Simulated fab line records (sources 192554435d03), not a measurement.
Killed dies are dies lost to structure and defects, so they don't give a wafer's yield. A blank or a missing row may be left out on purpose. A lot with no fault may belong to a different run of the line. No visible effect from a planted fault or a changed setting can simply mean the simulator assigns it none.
fab line records || flow n5Finfet
[record] {"lots": 4, "wafers": 12, "lastDay": 16}
route steps=1938 shown GATE_CUT@490 MOL_CONTACT_COAG@517 PASSIVATION@1936
lots with no fault: from the same line, run without faults
startH: start of the lot's first displayed wafer, in hours after the record's first day || waitH: hours elapsed since this lot's preceding step || " unchanged from the row above || L1.1+2: a row that stands for several wafers || - value missing, or start not given || * or withheld: withheld || < > ~ a bound
route shown NAME@n: a module of which the file shows steps, and the number in the route of the first || usual: the fault-free wafers' mean and standard deviation || same: alike in all rows || chamber/n: place in a boat || sites: the reading at each site || _std_site: the values' standard deviation || _edge_site: outer sites' mean less inner sites' || radiusMm: how far each site lies from the wafer's centre || mask NAME#n: copy n || behind: the tool/chamber that last shaped the wafer || hold: cause of the lot's hold/its duration in hours/its outcome || device: the transistor (n, p or np) that didn't switch || end of line: the tests these same wafers got at the end of their route || for a step that has no rows: nothing shown but its recipe || killed: the dies lost at the first sort to structure and to defects; this is not the yield of the wafer || map: per-die view of a wafer (x killed, . not killed, _ where there is no die)
set.NAME: the run value of the setting; set.NAME@STEP: its run value at that earlier step || model.NAME: the simulator's own value behind a step, which no gauge read
lots at selected steps of the route; one table per step, one row per wafer
services: when a tool's chamber went out of use (startH, in hours from the record's first day, below 0 if earlier), for how many hours, and the reason
[[steps]]
[step N5_GATE_CUT_DESCUM_18]
[recipe] {"chemistry": "O2", "timeS": 7, "sourcePowerW": 50, "biasPowerW": 20, "pressureMtorr": 20, "rfFrequencyHz": 2.712e+07, "tempC": 40, "resist": "CAR-EUV", "o2FlowSccm": 225}
[step N5_GATE_CUT_ETCH_28]
[recipe] {"chemistry": "N2/H2", "target": "underlayer", "targetDepthA": 130, "maskMaterial": "CAR-EUV", "timeS": 10.4, "ionEnergyEv": 200, "pressureMtorr": 30, "sourceW": 840, "biasW": 150, "n2FlowSccm": 200, "h2FlowSccm": 200, "ends": "cleared"}
[step N5_GATE_CUT_ETCH_36]
[recipe] {"chemistry": "CF4", "target": "SiARC", "targetDepthA": 130, "maskMaterial": "CAR-EUV", "timeS": 21.7, "ionEnergyEv": 80, "pressureMtorr": 40, "sourceW": 545, "biasW": 36, "Ar_flow_sccm": 100, "cf4FlowSccm": 100, "ends": "cleared"}
[step N5_GATE_CUT_ETCH_37]
[recipe] {"chemistry": "N2/H2", "target": "SOC", "targetDepthA": 600, "overetchA": 120, "maskMaterial": "SiARC", "tempC": 40, "timeS": 90, "ionEnergyEv": 200, "pressureMtorr": 30, "sourceW": 840, "biasW": 150, "n2FlowSccm": 200, "h2FlowSccm": 200}
[step N5_GATE_CUT_STRIP_38]
[recipe] {"chemistry": "N2/H2", "tempC": 40, "n2FlowSccm": 200, "h2FlowSccm": 200, "rfFrequencyHz": 6e+07}
[step N5_GATE_CUT_STRIP_39]
[recipe] {"chemistry": "N2/H2", "tempC": 40, "n2FlowSccm": 200, "h2FlowSccm": 200, "rfFrequencyHz": 6e+07}
[step N5_GATE_CUT_HM_OPEN_40]
[recipe] {"chemistry": "C4F6/O2", "target": "SiO2", "maskMaterial": "SiARC", "targetDepthA": 1390, "timeS": 85.1, "ionEnergyEv": 250, "pressureMtorr": 30, "sourceW": 345, "biasW": 185, "Ar_flow_sccm": 300, "C4F6_flow_sccm": 10, "O2_flow_sccm": 10, "ends": "cleared"}
[step N5_GATE_CUT_STRIP_41]
[recipe] {"chemistry": "CF4", "resist": "SiARC", "powerW": 300, "biasPowerW": 75, "pressureMtorr": 50, "cf4FlowSccm": 150, "rfFrequencyHz": 6e+07}
[step N5_GATE_CUT_STRIP_42]
[recipe] {"chemistry": "O2", "powerW": 400, "tempC": 40, "pressureMtorr": 30, "rfFrequencyHz": 6e+07, "biasPowerW": 0, "overashFraction": 0.3, "o2FlowSccm": 225}
[step N5_GATE_CUT_ETCH_19]
[recipe] {"chemistry": "CH3F/O2", "target": "SiNx", "maskMaterial": "SiO2", "targetDepthA": 537, "timeS": 76.7, "pressureMtorr": 30, "sourceW": 395, "biasW": 73, "Ar_flow_sccm": 150, "CH3F_flow_sccm": 30, "O2_flow_sccm": 20, "ionEnergyEv": 120, "ends": "cleared"}
[step N5_GATE_CUT_CUT_ETCH_53]
[recipe] {"chemistry": "SF6/Cl2", "target": "W", "maskMaterial": "SiO2", "targetDepthA": 792, "pressureMtorr": 8, "icpW": 900, "biasW": 80, "SF6_flow_sccm": 40, "Cl2_flow_sccm": 60, "ends": "cleared"}
[step N5_GATE_CUT_CUT_ETCH_54]
[recipe] {"chemistry": "Cl2/BCl3", "target": "TiN", "maskMaterial": "SiO2", "targetDepthA": 967, "pressureMtorr": 10, "icpW": 1000, "biasW": 126, "Cl2_flow_sccm": 53.25, "bcl3FlowSccm": 21.75, "Ar_flow_sccm": 25, "ends": "cleared"}
[usual] {"drypumpMotorCurrentA": "5.5/0.35", "etchRfOnTimeS": "36.6/1.1", "oesProductAu": "0.66/0.084", "rfFwdPowerW": "979/6", "throttleValvePct": "22.2/0.34"}
{"lot.wafer": "L892.2", "tool": "rieMetal-03", "chamber": 0, "startH": 126.96, "waitH": 0.0, "drypumpMotorCurrentA": 5.6, "etchRfOnTimeS": 35.3, "oesProductAu": 0.57, "rfFwdPowerW": 986, "rfHoursCounterH": 115, "throttleValvePct": 22.4}
{"lot.wafer": "L892.4", "tool": "rieMetal-03", "chamber": 0, "startH": 126.96, "waitH": 0.0, "drypumpMotorCurrentA": 5.6, "etchRfOnTimeS": 35.6, "oesProductAu": 0.57, "rfFwdPowerW": 985, "rfHoursCounterH": "-", "throttleValvePct": 22.4}
{"lot.wafer": "L892.5", "tool": "rieMetal-03", "chamber": 0, "startH": 126.96, "waitH": 0.0, "drypumpMotorCurrentA": 5.6, "etchRfOnTimeS": 35.7, "oesProductAu": 0.57, "rfFwdPowerW": 990, "rfHoursCounterH": "-", "throttleValvePct": 22.4}
{"lot.wafer": "L893.1", "tool": "rieMetal-02", "chamber": 1, "startH": 134.93, "waitH": 0.0, "drypumpMotorCurrentA": 4.9, "etchRfOnTimeS": 35.6, "oesProductAu": 0.78, "rfFwdPowerW": 975, "rfHoursCounterH": 17, "throttleValvePct": 22.5}
{"lot.wafer": "L893.5", "tool": "rieMetal-02", "chamber": 1, "startH": 134.93, "waitH": 0.0, "drypumpMotorCurrentA": 4.9, "etchRfOnTimeS": 35.7, "oesProductAu": 0.78, "rfFwdPowerW": 974, "rfHoursCounterH": "-", "throttleValvePct": 22.5}
{"lot.wafer": "L893.6", "tool": "rieMetal-02", "chamber": 0, "startH": 134.93, "waitH": 0.0, "drypumpMotorCurrentA": 5.3, "etchRfOnTimeS": 38.1, "oesProductAu": 0.59, "rfFwdPowerW": 978, "rfHoursCounterH": "-", "throttleValvePct": 22.3}
{"lot.wafer": "L894.1", "tool": "rieMetal-03", "chamber": 1, "startH": 138.34, "waitH": 0.0, "drypumpMotorCurrentA": 6.0, "etchRfOnTimeS": 36.8, "oesProductAu": 0.72, "rfFwdPowerW": 977, "rfHoursCounterH": 36, "throttleValvePct": 21.6}
{"lot.wafer": "L894.4", "tool": "rieMetal-03", "chamber": 0, "startH": 138.34, "waitH": 0.0, "drypumpMotorCurrentA": 5.6, "etchRfOnTimeS": 35.4, "oesProductAu": 0.56, "rfFwdPowerW": 990, "rfHoursCounterH": "-", "throttleValvePct": 22.4}
{"lot.wafer": "L894.5", "tool": "rieMetal-03", "chamber": 1, "startH": 138.34, "waitH": 0.0, "drypumpMotorCurrentA": 6.0, "etchRfOnTimeS": 36.9, "oesProductAu": 0.72, "rfFwdPowerW": 979, "rfHoursCounterH": "-", "throttleValvePct": 21.6}
{"lot.wafer": "L903.2", "tool": "rieMetal-03", "chamber": 0, "startH": 193.10, "waitH": 0.0, "drypumpMotorCurrentA": 5.6, "etchRfOnTimeS": 35.6, "oesProductAu": 0.56, "rfFwdPowerW": 990, "rfHoursCounterH": 122, "throttleValvePct": 22.4}
{"lot.wafer": "L903.4", "tool": "rieMetal-03", "chamber": 0, "startH": 193.10, "waitH": 0.0, "drypumpMotorCurrentA": 5.6, "etchRfOnTimeS": 35.9, "oesProductAu": 0.55, "rfFwdPowerW": 993, "rfHoursCounterH": "-", "throttleValvePct": 22.4}
{"lot.wafer": "L903.6", "tool": "rieMetal-03", "chamber": 1, "startH": 193.10, "waitH": 0.0, "drypumpMotorCurrentA": 6.0, "etchRfOnTimeS": 37.5, "oesProductAu": 0.70, "rfFwdPowerW": 976, "rfHoursCounterH": "-", "throttleValvePct": 21.6}
[step N5_GATE_CUT_CUT_ETCH_55]
[recipe] {"chemistry": "BCl3", "target": "HfO2", "maskMaterial": "SiO2", "targetDepthA": 32, "ionEnergyEv": 30, "pressureMtorr": 5, "icpW": 450, "biasW": 18, "bcl3FlowSccm": 80}
[step N5_GATE_CUT_ETCH_47]
[recipe] {"chemistry": "Cl2/BCl3", "target": "SiO2", "targetDepthA": 100, "pressureMtorr": 10, "icpW": 1000, "biasW": 126, "Cl2_flow_sccm": 53.25, "bcl3FlowSccm": 21.75, "Ar_flow_sccm": 25}
[step N5_GATE_CUT_VAPOR_ETCH_48]
[recipe] {"chemistry": "BCl3/Cl2", "target": "TiN", "mode": "isotropic"}
[step N5_GATE_CUT_VAPOR_ETCH_49]
[recipe] {"chemistry": "BCl3/Cl2", "target": "TiAlC", "mode": "isotropic"}
[step N5_GATE_CUT_VAPOR_ETCH_51]
[recipe] {"chemistry": "BCl3/Cl2", "target": "HfO2", "mode": "isotropic"}
[step N5_GATE_CUT_STRIP_21]
[recipe] {"chemistry": "N2/H2", "timeS": 30, "powerW": 1000, "tempC": 250, "pressureMtorr": "withheld", "n2FlowSccm": 1750, "h2FlowSccm": 3250}
[step N5_GATE_CUT_STRIP_29]
[recipe] {"chemistry": "postEtchResidueRemover", "timeS": 60, "tempC": 25, "removerPh": "withheld", "removerWaterWtPct": "withheld", "removerFluorideWtPct": "withheld"}
[step N5_GATE_CUT_SRD_52]
[recipe] {"dry": "ipaMarangoni", "timeS": 30, "tempC": 23, "rinseLiquid": "diw"}
[step N5_GATE_CUT_ALD_22]
[recipe] {"material": "SiNx", "targetThkA": 160, "tempC": 400, "aldPrecursorFamily": "SiH2I2", "aldCoReactant": "N2/H2-plasma", "pulseTimeS": 1, "aldCycles": 320, "purgeTimeS": 2, "coReactantPurgeTimeS": 2, "pressureTorr": 2}
[step N5_GATE_CUT_CMP_23]
[recipe] {"stopOn": "SiO2", "tOverpolishS": 23.4, "postCmpClean": "alkalineBrush", "downForcePsi": 2.5, "platenRpm": 51.8, "padVelocityMS": 1.0307, "targetThkNm": 16}
[step N5_GATE_CUT_CMP_43]
[recipe] {"material": "SiO2", "postCmpClean": "rinseOnly"}
[step N5_GATE_CUT_CMP_61]
[recipe] {"stopOn": "SiNx", "tOverpolishS": 3, "postCmpClean": "alkalineBrush", "downForcePsi": 4, "platenRpm": 27.09, "padVelocityMS": 0.539}
[step N5_MOL_CONTACT_COAG_COAT_103]
[recipe] {"resist": "SOC", "tempC": 250, "timeS": 60, "spinRpm": 1500, "resistThkNm": 80}
[step N5_MOL_CONTACT_COAG_COAT_104]
[recipe] {"resist": "SiARC", "tempC": 220, "timeS": 60, "spinRpm": 1500, "resistThkNm": 12}
[step N5_MOL_CONTACT_COAG_COAT_58]
[recipe] {"resist": "underlayer", "tempC": 205, "timeS": 60, "spinRpm": 1500, "resistThkNm": 10}
[step N5_MOL_CONTACT_COAG_COAT_02]
[recipe] {"resist": "CAR-EUV", "spinRpm": 1500, "resistThkNm": 30}
[step N5_MOL_CONTACT_COAG_EBR_04]
[recipe] {"solvent": "PGMEA", "ebrWidthMm": 1.5}
[step N5_MOL_CONTACT_COAG_SOFTBAKE_03]
[recipe] {"tempC": 110, "timeS": 60, "resist": "CAR-EUV"}
[step N5_MOL_CONTACT_COAG_EXPOSE_05]
[recipe] {"maskId": "CA", "na": 0.33, "sourceShape": "annular", "sigmaInner": 0.4, "sigmaOuter": 0.8, "polarization": "unpolarized", "defocusNm": 0, "doseMj": 38.25}
[step N5_MOL_CONTACT_COAG_PEB_06]
[recipe] {"pebTempC": 100, "pebTimeS": 60, "resist": "CAR-EUV"}
[step N5_MOL_CONTACT_COAG_DEVELOP_07]
[recipe] {"developTimeS": 30, "developer": "TMAH", "resist": "CAR-EUV", "rinseLiquid": "surfactantRinse", "dry": "airSpin", "devTempC": 23}
[step N5_MOL_CONTACT_COAG_DESCUM_13]
[recipe] {"chemistry": "O2", "timeS": 7, "sourcePowerW": 50, "biasPowerW": 20, "pressureMtorr": 20, "rfFrequencyHz": 2.712e+07, "tempC": 40, "resist": "CAR-EUV", "o2FlowSccm": 225}
[step N5_MOL_CONTACT_COAG_ETCH_59]
[recipe] {"chemistry": "N2/H2", "target": "underlayer", "targetDepthA": 130, "maskMaterial": "CAR-EUV", "timeS": 10.4, "ionEnergyEv": 200, "pressureMtorr": 30, "sourceW": 840, "biasW": 150, "n2FlowSccm": 200, "h2FlowSccm": 200, "ends": "cleared"}
[step N5_PASSIVATION_PROBE_49]
[usual] {"defectLimitedYield": "91.5/1.5", "killed_at_M0_to_M3": "32/10", "killed_at_M4_up": "13/4.9", "killedAtContacts": "13/6.1", "killedAtFrontEnd": "38/11", "killedAtOther": "3/3.2", "killedDies": "101/18", "killedOnRim": "13/4.4", "killedOpen": "66/13", "killedShort": "32/8.3", "sort_bin_5_function": "5.0/1", "sort_bin_6_memory": "3.2/0.74", "sort_bin_8_speed": "0.1/1.1", "sortNPass": "1078/22", "sortYieldPct": "91.3/1.9"}
[same] {"grossDies": 1180, "killedAtBackSide": 0, "sort_bin_4_leakage[%]": 0}
{"lot.wafer": "L892.2", "tool": "prober-02", "chamber": "-", "startH": 326.77, "waitH": 0.1, "defectLimitedYield[%]": 80.4, "killed_at_M0_to_M3": 42, "killed_at_M4_up": 15, "killedAtContacts": 17, "killedAtFrontEnd": 156, "killedAtOther": 1, "killedDies": 231, "killedOnRim": 30, "killedOpen": 81, "killedShort": 52, "sort_bin_5_function[%]": 12.8, "sort_bin_6_memory[%]": 4.7, "sort_bin_8_speed[%]": 0, "sortNPass": 949, "sortYieldPct[%]": 80.4}
{"lot.wafer": "L892.4", "tool": "prober-02", "chamber": "-", "startH": 326.87, "waitH": 0.2, "defectLimitedYield[%]": 80.8, "killed_at_M0_to_M3": 50, "killed_at_M4_up": 14, "killedAtContacts": 17, "killedAtFrontEnd": 141, "killedAtOther": 4, "killedDies": 226, "killedOnRim": 32, "killedOpen": 87, "killedShort": 38, "sort_bin_5_function[%]": 12.5, "sort_bin_6_memory[%]": 4.6, "sort_bin_8_speed[%]": 0, "sortNPass": 954, "sortYieldPct[%]": 80.8}
{"lot.wafer": "L892.5", "tool": "prober-02", "chamber": "-", "startH": 326.92, "waitH": 0.2, "defectLimitedYield[%]": 81.9, "killed_at_M0_to_M3": 41, "killed_at_M4_up": 11, "killedAtContacts": 11, "killedAtFrontEnd": 145, "killedAtOther": 5, "killedDies": 213, "killedOnRim": 30, "killedOpen": 68, "killedShort": 34, "sort_bin_5_function[%]": 10.0, "sort_bin_6_memory[%]": 5.0, "sort_bin_8_speed[%]": 0, "sortNPass": 967, "sortYieldPct[%]": 81.9}
{"lot.wafer": "L893.1", "tool": "prober-02", "chamber": "-", "startH": 329.41, "waitH": 0.0, "defectLimitedYield[%]": 90.5, "killed_at_M0_to_M3": 52, "killed_at_M4_up": 21, "killedAtContacts": 2, "killedAtFrontEnd": 35, "killedAtOther": 2, "killedDies": 112, "killedOnRim": 11, "killedOpen": 77, "killedShort": 32, "sort_bin_5_function[%]": 4.8, "sort_bin_6_memory[%]": 4.5, "sort_bin_8_speed[%]": 0, "sortNPass": 1068, "sortYieldPct[%]": 90.5}
{"lot.wafer": "L893.5", "tool": "prober-02", "chamber": "-", "startH": 329.61, "waitH": 0.2, "defectLimitedYield[%]": 92.2, "killed_at_M0_to_M3": 43, "killed_at_M4_up": 14, "killedAtContacts": 8, "killedAtFrontEnd": 27, "killedAtOther": 0, "killedDies": 92, "killedOnRim": 9, "killedOpen": 44, "killedShort": 44, "sort_bin_5_function[%]": 4.9, "sort_bin_6_memory[%]": 2.5, "sort_bin_8_speed[%]": 0, "sortNPass": 1088, "sortYieldPct[%]": 92.2}
{"lot.wafer": "L893.6", "tool": "prober-02", "chamber": "-", "startH": 329.66, "waitH": 0.3, "defectLimitedYield[%]": 92.5, "killed_at_M0_to_M3": 21, "killed_at_M4_up": 17, "killedAtContacts": 11, "killedAtFrontEnd": 40, "killedAtOther": 0, "killedDies": 89, "killedOnRim": 12, "killedOpen": 60, "killedShort": 28, "sort_bin_5_function[%]": 4.4, "sort_bin_6_memory[%]": 2.9, "sort_bin_8_speed[%]": 0.3, "sortNPass": 1088, "sortYieldPct[%]": 92.2}
{"lot.wafer": "L894.1", "tool": "prober-01", "chamber": "-", "startH": 333.57, "waitH": 0.2, "defectLimitedYield[%]": 81.6, "killed_at_M0_to_M3": 49, "killed_at_M4_up": 19, "killedAtContacts": 3, "killedAtFrontEnd": 139, "killedAtOther": 7, "killedDies": 217, "killedOnRim": 15, "killedOpen": 78, "killedShort": 28, "sort_bin_5_function[%]": 12.8, "sort_bin_6_memory[%]": 4.4, "sort_bin_8_speed[%]": 0.4, "sortNPass": 958, "sortYieldPct[%]": 81.2}
{"lot.wafer": "L894.4", "tool": "prober-01", "chamber": "-", "startH": 333.72, "waitH": 0.4, "defectLimitedYield[%]": 85.1, "killed_at_M0_to_M3": 24, "killed_at_M4_up": 15, "killedAtContacts": 9, "killedAtFrontEnd": 125, "killedAtOther": 3, "killedDies": 176, "killedOnRim": 29, "killedOpen": 51, "killedShort": 28, "sort_bin_5_function[%]": 9.3, "sort_bin_6_memory[%]": 3.3, "sort_bin_8_speed[%]": 0, "sortNPass": 1004, "sortYieldPct[%]": 85.1}
{"lot.wafer": "L894.5", "tool": "prober-01", "chamber": "-", "startH": 333.77, "waitH": 0.4, "defectLimitedYield[%]": 82.2, "killed_at_M0_to_M3": 24, "killed_at_M4_up": 7, "killedAtContacts": 13, "killedAtFrontEnd": 164, "killedAtOther": 2, "killedDies": 210, "killedOnRim": 18, "killedOpen": 60, "killedShort": 23, "sort_bin_5_function[%]": 12.9, "sort_bin_6_memory[%]": 3.0, "sort_bin_8_speed[%]": 0, "sortNPass": 970, "sortYieldPct[%]": 82.2}
{"lot.wafer": "L903.2", "tool": "prober-02", "chamber": "-", "startH": 392.81, "waitH": 0.5, "defectLimitedYield[%]": 90.3, "killed_at_M0_to_M3": 42, "killed_at_M4_up": 10, "killedAtContacts": 12, "killedAtFrontEnd": 49, "killedAtOther": 1, "killedDies": 114, "killedOnRim": 15, "killedOpen": 68, "killedShort": 45, "sort_bin_5_function[%]": 5.0, "sort_bin_6_memory[%]": 4.2, "sort_bin_8_speed[%]": 0.1, "sortNPass": 1066, "sortYieldPct[%]": 90.3}
{"lot.wafer": "L903.4", "tool": "prober-02", "chamber": "-", "startH": 392.91, "waitH": 0.6, "defectLimitedYield[%]": 92.3, "killed_at_M0_to_M3": 29, "killed_at_M4_up": 13, "killedAtContacts": 13, "killedAtFrontEnd": 31, "killedAtOther": 5, "killedDies": 91, "killedOnRim": 9, "killedOpen": 55, "killedShort": 32, "sort_bin_5_function[%]": 5.1, "sort_bin_6_memory[%]": 2.5, "sort_bin_8_speed[%]": 0, "sortNPass": 1089, "sortYieldPct[%]": 92.3}
{"lot.wafer": "L903.6", "tool": "prober-02", "chamber": "-", "startH": 393.01, "waitH": 0.7, "defectLimitedYield[%]": 92.2, "killed_at_M0_to_M3": 37, "killed_at_M4_up": 9, "killedAtContacts": 5, "killedAtFrontEnd": 37, "killedAtOther": 4, "killedDies": 92, "killedOnRim": 10, "killedOpen": 58, "killedShort": 34, "sort_bin_5_function[%]": 4.7, "sort_bin_6_memory[%]": 2.7, "sort_bin_8_speed[%]": 0, "sortNPass": 1088, "sortYieldPct[%]": 92.2}
// killed by level:class
L892.2 GATE_CUT:unspecified=95 FIN_SAQP:geometricParticle:short=15 MOL_CONTACT_COAG:geometricParticle:open=15 STI_FIN_REVEAL:geometricParticle:open=13 FIN_SAQP:geometricParticle:open=11 BEOL_M3:geometricParticle:open=8 BEOL_M2:geometricParticle:open=7 BEOL_M0_SAQP:geometricParticle:short=7
L892.4 GATE_CUT:unspecified=98 MOL_CONTACT_COAG:geometricParticle:open=16 BEOL_M0_SAQP:geometricParticle:open=12 STI_FIN_REVEAL:geometricParticle:open=11 BEOL_M3:geometricParticle:open=10 FIN_SAQP:geometricParticle:open=9 BEOL_M0_SAQP:geometricParticle:short=9 BEOL_M1:geometricParticle:open=8
L892.5 GATE_CUT:unspecified=93 STI_FIN_REVEAL:geometricParticle:open=17 HKMG_FIN:areaEtch=12 MOL_CONTACT_COAG:geometricParticle:open=11 BEOL_M0_SAQP:geometricParticle:short=8 BEOL_M2:geometricParticle:short=7 BEOL_M0_SAQP:geometricParticle:open=7 BEOL_M1:geometricParticle:open=5
L893.1 BEOL_M0_SAQP:geometricParticle:short=11 BEOL_M1:geometricParticle:open=11 BEOL_M2:geometricParticle:open=11 STI_FIN_REVEAL:geometricParticle:open=8 BEOL_M4:geometricParticle:open=8 FIN_SAQP:geometricParticle:short=7 BEOL_M0_SAQP:geometricParticle:open=7 FIN_SAQP:geometricParticle:open=6
L893.5 BEOL_M0_SAQP:geometricParticle:short=12 BEOL_M0_SAQP:geometricParticle:open=10 FIN_SAQP:geometricParticle:short=9 MOL_CONTACT_COAG:geometricParticle:open=6 BEOL_M1:geometricParticle:open=5 BEOL_M3:geometricParticle:open=5 STI_FIN_REVEAL:geometricParticle:open=4 GATE_CUT:geometricParticle:short=4
L893.6 STI_FIN_REVEAL:geometricParticle:open=10 MOL_CONTACT_COAG:geometricParticle:open=10 BEOL_M4:geometricParticle:open=8 FIN_SAQP:geometricParticle:short=7 BEOL_M0_SAQP:geometricParticle:open=7 FIN_SAQP:geometricParticle:open=4 DUMMY_GATE:geometricParticle:open=4 FIN_CUT:geometricParticle:short=3
L894.1 GATE_CUT:unspecified=109 BEOL_M3:geometricParticle:open=14 BEOL_M2:geometricParticle:open=11 BEOL_M0_SAQP:geometricParticle:open=8 BEOL_M0:geometricParticle:open=5 BEOL_M4:geometricParticle:open=5 STARTING-WAFER:geometricParticle:short=5 FIN_SAQP:geometricParticle:open=4
L894.4 GATE_CUT:unspecified=92 FIN_SAQP:geometricParticle:short=12 BEOL_M2:geometricParticle:open=8 MOL_CONTACT_COAG:geometricParticle:open=7 FIN_SAQP:geometricParticle:open=5 GATE_CUT:geometricParticle:short=4 BEOL_M0_SAQP:geometricParticle:short=4 BEOL_M4:geometricParticle:open=4
L894.5 GATE_CUT:unspecified=122 FIN_SAQP:geometricParticle:short=11 BEOL_M3:geometricParticle:open=10 MOL_CONTACT_COAG:geometricParticle:open=9 STI_FIN_REVEAL:geometricParticle:open=8 FIN_SAQP:geometricParticle:open=6 BEOL_M2:geometricParticle:open=6 BEOL_M0_SAQP:geometricParticle:open=4
L903.2 BEOL_M2:geometricParticle:open=12 GATE_CUT:geometricParticle:short=10 STI_FIN_REVEAL:geometricParticle:open=9 DUMMY_GATE:geometricParticle:open=8 MOL_CONTACT_COAG:geometricParticle:open=8 BEOL_M1:geometricParticle:short=8 BEOL_M1:geometricParticle:open=7 FIN_SAQP:geometricParticle:short=6
L903.4 MOL_CONTACT_COAG:geometricParticle:open=10 BEOL_M2:geometricParticle:open=9 FIN_SAQP:geometricParticle:short=6 BEOL_M1:geometricParticle:open=5 DUMMY_GATE:geometricParticle:open=4 GATE_CUT:geometricParticle:short=4 BEOL_M0_SAQP:geometricParticle:open=4 BEOL_M3:geometricParticle:open=4
L903.6 BEOL_M2:geometricParticle:open=13 BEOL_M1:geometricParticle:short=7 GATE_CUT:geometricParticle:short=6 STI_FIN_REVEAL:geometricParticle:open=5 DUMMY_GATE:geometricParticle:open=5 GATE_CUT:geometricParticle:open=4 STARTING-WAFER:geometricParticle:short=4 BEOL_M0:geometricParticle:open=4
// map L892.2 (x killed, . not)
_________________xxxxxx..x...________________
______________xxxxxxxxxx.xx.x..._____________
___________.xxxxxxxxxxxxxxx..x.....__________
__________xxxxxxxxxxxxxx.x.....xxx.._________
________..xx.xxxxxxxxxxx.x..x....x...._______
_______.....xxxxxxxxxxxxx..x...........______
______...xx.xx.xxxxxxxxxx...........x..._____
_____.........x..xxx..x.x..x.............____
____.......x...x.x....x.....x...xxxx......___
___.............x.xx.....x........x..x.x...__
___...............x...................x.x..__
__.x...........xxxx.........x.x.x..........._
__..............x....x............x.....x..._
_..x.......x..............x.........x........
_..x..x..x.....x............x................
_x....x...........xx..........x.........xx...
_...........x............x.x.................
_x.......x............x........x.....x.x.....
_..x........x.x.................x..........x.
_.x.x..xx..x...x....x..x....x.....x.......xx.
_x.x..............x...........x.............x
__............................x.......x...x._
__...x.....x............................x..._
___...........x....x..x....x........x....xx__
___.....x.....xx...x.x.....x.x.x..........x__
____...x.........x....x...................___
_____...x..x.......................x....x____
______..x........x...x.................._____
_______......x......x............x.....______
________...x...x...........xx........._______
__________.....x....x.....x......x.._________
___________.......................x__________
______________................x._____________
_________________..x.x.......________________
// map L894.1 (x killed, . not)
_________________...x....x...________________
______________.................._____________
___________.................x.x....__________
__________.........x...x............_________
________....................x........x_______
_______...x........x.x......x...x.x....______
______.x....xx.........x................_____
_____x..........x...x....................____
____....x..............x.x......x.........___
___..........x..x........x.............x...__
___....x..xx.x.x....x...........x..........__
__...........................xx............._
__.....................x............x...x..._
_.............x......x....................x..
_...x....x......................x.......x...x
_............................................
_.....x..x....x....x.........x...............
_.x................x..........x..............
_..........x....x..............x..x...x.....x
_.......x..................x.xxx..x......x...
_..x....x...........x......x.................
__.x....x........x...........xx.x..........._
__...............x.x.xx....xxx..x.xx........_
___.........x...x..x....x....xxx.........x.__
___.................xxxxxxxxxx.xx..........__
____.....x......x....xxxxxxxxxxx.......x..___
_____................xxxxxxxxxx.x........____
______.x....x.xx.x..xxxxxxxxxxxxx...x.x._____
_______........x...xxxxxxxxxxxxxxxx....______
________..........xx.xxxxxxxxxxxx..x.._______
__________...........xx.xxxxxxx.x..._________
___________.........x.xxxxxxxxx....__________
______________.......x..xxxx.x.._____________
_________________.....xx...xx________________
[[services]]
{"tool": "rieMetal-02", "chamber": "-", "startH": 107.56, "hours": 2.8, "kind": "pm"}
[[key]]
[firstSign] {"step": "N5_PASSIVATION_PROBE_49", "reading": "killedAtFrontEnd", "direction": "up", "sigmas": 9.3, "usual": 38, "struck": 145}
[effect] {"step": "N5_PASSIVATION_PROBE_49", "reading": "defectLimitedYield", "direction": "down", "sigmas": 6.2, "usual": 91.5, "struck": 82.0}
[moreKillsBornAt] {"N5_GATE_CUT_CUT_ETCH_54@rieMetal-03": 609}
metAt N5_GATE_CUT_CUT_ETCH_54
struckWafers L892.2,L892.4,L892.5,L894.1,L894.4,L894.5
[baselineLoss] {"step": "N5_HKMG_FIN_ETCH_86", "wafers": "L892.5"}
[fault] {"kind": "chamberParticleSource", "tool": "rieMetal-03", "chamber": "-", "onsetH": 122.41, "steps": "N5_GATE_CUT_CUT_ETCH_54", "ratePerVisitCm2": 0.82394, "endH": 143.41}
// baselineLoss: these wafers lose ten dies or more at that step, a loss of the line's own and not of a fault; the sort's usual values leave them out
